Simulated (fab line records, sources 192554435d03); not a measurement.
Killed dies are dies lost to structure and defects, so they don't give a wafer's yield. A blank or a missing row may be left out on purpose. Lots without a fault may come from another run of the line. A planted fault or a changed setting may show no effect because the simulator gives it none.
fab line records | flow n5_finfet
record lots=11 wafers=33 last_day=17
route steps=1938 shown BEOL_M14@1763 BEOL_M15@1773 PASSIVATION@1936
lots that met no fault: from a run of the same line without faults
start_h: hours from the record's first day to the start of the lot's first wafer shown | wait_h: hours since the lot's step before | " the same as in the row above | L1.1+2: a row that stands for several wafers | - no value, or no start given | * or withheld: withheld | < > ~ a bound
route shown NAME@n: a module of which the file shows steps, and the number in the route of the first | usual: mean/standard deviation of fault-free wafers | same: alike in all rows | chamber/n: place in a boat | sites: the reading at each site | _std_site: their standard deviation | _edge_site: outer sites' mean less inner sites' | radius_mm: how far each site lies from the wafer's centre | mask NAME#n: copy n | behind: the tool/chamber that last shaped the wafer | hold: why the lot was held/for how many hours/how that ended | device: the transistor (n, p or np) that didn't switch | end of line: the same wafers' tests at the end of the route | a step without rows: its recipe alone | killed: dies lost to structure and defects at the first sort, not the wafer's yield | map: a wafer's dies, x killed, . not, _ none there
set.NAME: the setting as run; set.NAME@STEP: as run at that earlier step | model.NAME: the simulator's own value behind a step, which no gauge read
steps of the route over a sample of lots; a table a step, a row a wafer
services: from which hour (start_h, from the record's first day; less than 0 if before it) a tool's chamber was out of use, for how many hours, and why
## steps
# step N5_BEOL_M14_SPUTTER_44
# recipe material=Ta target_thk_a=150 temp_c=50 bias_v=80 power_w=15000 chamber_pressure_pa=0.07 time_s=24.19
# usual chamber_pressure_pa=0.06999/0.00015 throttle_valve_pct=29.5/0.76
# columns lot.wafer tool chamber start_h wait_h chamber_pressure_pa throttle_valve_pct
L716.1 pvd_sputter-03 - 254.67 0.0 0.07011 29.4
L716.2 " - " " 0.07005 28.9
L716.4 " - " " 0.07001 30.3
L718.1 pvd_sputter-03 - 259.97 0.0 0.0699 29.2
L718.2 " - " " 0.06997 28.7
L718.6 " - " " 0.06999 29.5
L719.1 pvd_sputter-02 - 260.67 0.0 0.06999 28.7
L719.4 " - " " 0.06996 29.8
L719.6 " - " " 0.06998 29.7
L717.4 pvd_sputter-03 - 260.85 0.0 0.06981 29.3
L717.5 " - " " 0.07036 29.5
L717.6 " - " " 0.06989 29.3
L724.1 pvd_sputter-02 - 293.98 0.0 0.06989 29.8
L724.2 " - " " 0.07004 29.9
L724.6 " - " " 0.07001 29.6
L726.1 pvd_sputter-01 - 312.64 0.0 0.06983 29.7
L726.2 " - " " 0.0701 29.0
L726.4 " - " " 0.07001 31.7
L728.3 pvd_sputter-02 - 323.40 0.0 0.06988 29.7
L728.5 " - " " 0.06997 29.5
L728.6 " - " " 0.06981 29.7
L729.1 pvd_sputter-02 - 323.72 0.0 0.0702 29.0
L729.2 " - " " 0.06997 29.5
L729.3 " - " " 0.07003 29.5
L731.1 pvd_sputter-02 - 341.24 0.0 0.06994 28.9
L731.2 " - " " 0.0699 29.8
L731.5 " - " " 0.06995 29.6
L736.2 pvd_sputter-03 - 379.72 0.0 0.07017 29.7
L736.3 " - " " 0.06967 30.2
L736.6 " - " " 0.07012 28.9
L738.3 pvd_sputter-03 - 387.02 0.0 0.06984 29.4
L738.4 " - " " 0.06986 29.1
L738.6 " - " " 0.06995 29.2
# step N5_BEOL_M14_ANNEAL_48
# recipe temp_c=225 time_s=90 ambient=N2
# usual wafer_temp_C_max=226.5/0.33
# columns lot.wafer tool chamber start_h wait_h wafer_temp_C_max
L716.1 rtp_anneal-02 0 255.06 0.1 226.9
L716.2 " 0 " " 226.9
L716.4 " 0 " " 226.9
L718.1 rtp_anneal-01 0 260.38 0.2 226.8
L718.2 " 0 " " 226.4
L718.6 " 0 " " 226.8
L719.1 rtp_anneal-01 0 261.10 0.2 226.4
L719.4 " 0 " " 226.4
L719.6 " 0 " " 226.0
L717.4 rtp_anneal-02 0 261.52 0.4 226.6
L717.5 " 0 " " 226.6
L717.6 " 0 " " 226.4
L724.1 rtp_anneal-01 0 295.27 1.0 226.5
L724.2 " 0 " " 225.8
L724.6 " 0 " " 226.4
L726.1 rtp_anneal-02 0 313.03 0.1 227.0
L726.2 " 0 " " 227.0
L726.4 " 0 " " 226.5
L728.3 rtp_anneal-02 0 324.11 0.4 227.2
L728.5 " 0 " " 226.8
L728.6 " 0 " " 226.5
L729.1 rtp_anneal-01 0 324.27 0.3 226.3
L729.2 " 0 " " 226.6
L729.3 " 0 " " 226.4
L731.1 rtp_anneal-01 0 341.63 0.1 226.2
L731.2 " 0 " " 226.3
L731.5 " 0 " " 226.1
L736.2 rtp_anneal-01 0 380.31 0.3 226.3
L736.3 " 0 " " 226.2
L736.6 " 0 " " 225.9
L738.3 rtp_anneal-02 0 388.01 0.7 226.4
L738.4 " 0 " " 226.3
L738.6 " 0 " " 226.1
# step N5_BEOL_M14_INSPECT_55
# recipe inspect_instrument=darkfield mode=post_dep
# usual raw_defect_count=77/22
# columns lot.wafer tool chamber start_h wait_h raw_defect_count
L716.1 defect_inspect-01 - 255.80 0.0 44
L716.2 " - " " 54
L716.4 " - " " 70
L718.1 defect_inspect-01 - 261.14 0.0 71
L718.2 " - " " 103
L718.6 " - " " 87
L719.1 defect_inspect-01 - 261.88 0.0 83
L719.4 " - " " 115
L719.6 " - " " 73
L717.4 defect_inspect-01 - 262.34 0.0 61
L717.5 " - " " 73
L717.6 " - " " 64
L724.1 defect_inspect-01 - 296.02 0.0 101
L724.2 " - " " 107
L724.6 " - " " 70
L726.1 defect_inspect-01 - 313.78 0.0 81
L726.2 " - " " 56
L726.4 " - " " 127
L728.3 defect_inspect-02 - 324.77 0.0 73
L728.5 " - " " 69
L728.6 " - " " 57
L729.1 defect_inspect-02 - 325.03 0.0 118
L729.2 " - " " 108
L729.3 " - " " 111
L731.1 defect_inspect-01 - 342.37 0.0 55
L731.2 " - " " 92
L731.5 " - " " 53
L736.2 defect_inspect-01 - 381.68 0.0 50
L736.3 " - " " 58
L736.6 " - " " 48
L738.3 defect_inspect-02 - 388.67 0.0 56
L738.4 " - " " 64
L738.6 " - " " 80
# step N5_BEOL_M15_ILD_DEP_00
# recipe material=SiO2 target_thk_a=16293 temp_c=400 precursor=TEOS/O2 pressure_torr=6.5 rf_w=900 teos_flow_sccm=161.4 gas=O2 flow_sccm=2650 time_s=346.1
# usual chamber_pressure_Torr=6.500/0.015 heater_power_w=530/88 run_length_s=388.9/0.64 showerhead_plenum_p_Torr=8.36/0.039 throttle_valve_pct=18.7/0.91
# columns lot.wafer tool chamber start_h wait_h chamber_pressure_Torr heater_power_w run_length_s showerhead_plenum_p_Torr throttle_valve_pct
L716.1 pecvd-01 1 255.84 0.0 6.499 480 390.2 8.38 18.5
L716.2 " 2 " " 6.516 602 387.7 8.41 17.4
L716.4 " 2 " " 6.492 680 388.2 8.39 17.4
L718.1 pecvd-04 1 261.18 0.0 6.489 493 389.1 8.29 20.2
L718.2 " 2 " " 6.506 494 389.0 8.41 18.8
L718.6 " 0 " " 6.477 479 388.4 8.36 19.1
L719.1 pecvd-04 0 261.92 0.0 6.481 374 388.6 8.37 19.1
L719.4 " 2 " " 6.488 438 388.6 8.40 19.0
L719.6 " 1 " " 6.475 507 388.6 8.30 19.9
L717.4 pecvd-04 1 262.49 0.1 6.498 490 388.5 8.30 20.2
L717.5 " 0 " " 6.502 467 388.7 8.35 19.1
L717.6 " 2 " " 6.492 575 389.0 8.40 19.0
L724.1 pecvd-04 2 296.06 0.0 6.498 584 388.6 8.38 18.9
L724.2 " 1 " " 6.508 395 423.9 8.30 19.9
L724.6 " 1 " " 6.498 505 423.1 8.31 20.2
L726.1 pecvd-04 1 313.81 0.0 6.501 493 388.4 8.29 19.9
L726.2 " 0 " " 6.515 405 423.4 8.37 19.2
L726.4 " 0 " " 6.510 464 388.5 8.37 19.5
L728.3 pecvd-02 2 324.80 0.0 6.522 599 389.4 8.33 17.4
L728.5 " 1 " " 6.515 594 389.7 8.34 18.0
L728.6 " 2 " " 6.497 686 389.5 8.33 17.4
L729.1 pecvd-02 0 325.07 0.0 6.459 691 388.5 8.40 18.9
L729.2 " 1 " " 6.528 494 389.2 8.33 18.1
L729.3 " 2 " " 6.471 711 389.7 8.32 17.3
L731.1 pecvd-02 2 342.41 0.0 6.519 668 389.2 8.35 17.2
L731.2 " 0 " " 6.505 584 387.7 8.42 19.2
L731.5 " 1 " " 6.509 589 389.1 8.32 18.1
L736.2 pecvd-04 1 381.75 0.1 6.506 508 389.5 8.30 20.0
L736.3 " 0 " " 6.471 455 388.5 8.36 18.8
L736.6 " 0 " " 6.506 360 388.6 8.36 18.9
L738.3 pecvd-01 1 388.70 0.0 6.495 521 389.7 8.37 18.5
L738.4 " 0 " " 6.500 549 389.9 8.34 19.8
L738.6 " 1 " " 6.498 578 389.8 8.38 18.5
# step N5_BEOL_M15_THK_MEAS_01
# recipe reads=SiO2_of_BEOL_M15_ILD_DEP_00
# usual M15_ILD_THK=1629/20
# columns lot.wafer tool chamber start_h wait_h M15_ILD_THK[nm]
L716.1 film_metro-01 - 256.09 0.1 1630
L716.2 " - " " 1635
L716.4 " - " " 1656
L718.1 film_metro-01 - 261.43 0.1 1660
L718.2 " - " " 1625
L718.6 " - " " 1654
L719.1 film_metro-01 - 262.17 0.1 1617
L719.4 " - " " 1635
L719.6 " - " " 1667
L717.4 film_metro-02 - 262.63 0.0 1665
L717.5 " - " " 1667
L717.6 " - " " 1640
L724.1 film_metro-01 - 296.31 0.1 1611
L724.2 " - " " 1773
L724.6 " - " " 1815
L726.1 film_metro-02 - 314.06 0.1 1609
L726.2 " - " " 1765
L726.4 " - " " 1628
L728.3 film_metro-02 - 325.06 0.1 1620
L728.5 " - " " 1624
L728.6 " - " " 1647
L729.1 film_metro-02 - 325.32 0.1 1618
L729.2 " - " " 1597
L729.3 " - " " 1612
L731.1 film_metro-02 - 342.66 0.1 1626
L731.2 " - " " 1615
L731.5 " - " " 1627
L736.2 film_metro-02 - 382.00 0.1 1638
L736.3 " - " " 1609
L736.6 " - " " 1659
L738.3 film_metro-02 - 388.95 0.1 1612
L738.4 " - " " 1647
L738.6 " - " " 1636
# step N5_PASSIVATION_PROBE_49
# usual defect_limited_yield=91.1/1.4 killed_at_M0_to_M3=35/8.7 killed_at_M4_up=14/5.3 killed_at_contacts=12/6.2 killed_at_front_end=41/12 killed_at_other=3.4/2.6 killed_dies=105/16 killed_open=67/13 killed_short=36/7.3 sort_bin_5_function=5.2/0.96 sort_bin_6_memory=3.3/0.6 sort_n_pass=1075/16 sort_yield_pct=91.1/1.4
# same gross_dies=1180 killed_at_back_side=0 sort_bin_4_leakage[%]=0 sort_bin_8_speed[%]=0
# columns lot.wafer tool chamber start_h wait_h defect_limited_yield[%] killed_at_M0_to_M3 killed_at_M4_up killed_at_contacts killed_at_front_end killed_at_other killed_dies killed_open killed_short sort_bin_5_function[%] sort_bin_6_memory[%] sort_n_pass sort_yield_pct[%]
L729.1 prober-02 - 346.53 0.3 90.6 31 12 17 42 9 111 78 31 5.8 3.1 1069 90.6
L731.1 prober-02 - 364.91 0.0 88.3 33 12 19 70 4 138 93 44 6.3 4.7 1042 88.3
L731.2 prober-02 - 364.96 0.1 87.9 46 11 36 45 5 143 96 47 6.9 4.6 1037 87.9
L731.5 prober-02 - 365.11 0.2 91.4 32 19 19 26 6 102 73 27 4.9 3.5 1078 91.4
# killed by level:class
L729.1 MOL_CONTACT_COAG:geometric_particle:open=15 STI_FIN_REVEAL:geometric_particle:open=11 BEOL_M0_SAQP:geometric_particle:short=10 BEOL_M0_SAQP:geometric_particle:open=9 FIN_SAQP:geometric_particle:open=8 GATE_CUT:geometric_particle:short=7 BEOL_M2:geometric_particle:open=5 MIM_BOT:geometric_particle:open=5
L731.1 FIN_SAQP:geometric_particle:open=33 MOL_CONTACT_COAG:geometric_particle:open=19 FIN_SAQP:geometric_particle:short=18 BEOL_M1:geometric_particle:open=12 BEOL_M0_SAQP:geometric_particle:short=5 GATE_CUT:geometric_particle:short=5 BEOL_M0_SAQP:geometric_particle:open=5 BEOL_M1:geometric_particle:short=4
L731.2 MOL_CONTACT_COAG:geometric_particle:open=28 FIN_SAQP:geometric_particle:open=22 FIN_SAQP:geometric_particle:short=13 BEOL_M1:geometric_particle:open=12 BEOL_M0_SAQP:geometric_particle:short=9 BEOL_M2:geometric_particle:open=8 MOL_CONTACT_COAG:geometric_particle:short=8 BEOL_M3:geometric_particle:open=7
L731.5 MOL_CONTACT_COAG:geometric_particle:open=17 FIN_SAQP:geometric_particle:short=11 BEOL_M0_SAQP:geometric_particle:open=8 BEOL_M1:geometric_particle:open=8 BEOL_M4:geometric_particle:open=7 FIN_SAQP:geometric_particle:open=5 BEOL_M0_SAQP:geometric_particle:short=5 BEOL_M2:geometric_particle:open=4
## services
# columns tool chamber start_h hours kind
pecvd-02 0 274.56 2.1 scheduled_down
pecvd-04 1 284.82 5.5 scheduled_down
pecvd-01 - 335.32 46.5 repair
pecvd-02 - 355.41 0.6 repair
pvd_sputter-01 - 363.13 9.5 repair
pecvd-02 - 365.01 4.3 pm
pvd_sputter-02 - 369.14 3.4 repair
pecvd-04 1 383.62 - clean
pecvd-04 1 383.62 - consumable_replace:showerhead
pecvd-04 1 383.62 29.0 scheduled_down
pecvd-04 1 383.62 29.0 vent_cycle
pecvd-01 1 384.90 2.1 scheduled_down
## key
first_sign step=N5_BEOL_M15_ILD_DEP_00 reading=run_length_s direction=up sigmas=54 usual=* struck=*
effect step=N5_BEOL_M15_THK_MEAS_01 reading=M15_ILD_THK direction=up sigmas=7.6 usual=1629 struck=1784
met_at N5_BEOL_M15_ILD_DEP_00
struck_lots L724,L726
struck_wafers L724.2,L724.6,L726.2
not_acting_at N5_BEOL_M14_SPUTTER_44,N5_BEOL_M14_ANNEAL_48,N5_BEOL_M14_INSPECT_55
onset_between 262.49 296.06
fault kind=process_parameter_drift tool=pecvd-04 chamber=- onset_h=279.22 steps=N5_BEOL_M15_ILD_DEP_00 channel=time_s offset=* shape=step end_h=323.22 scope=struck_wafers_only acts_in=* stated=*
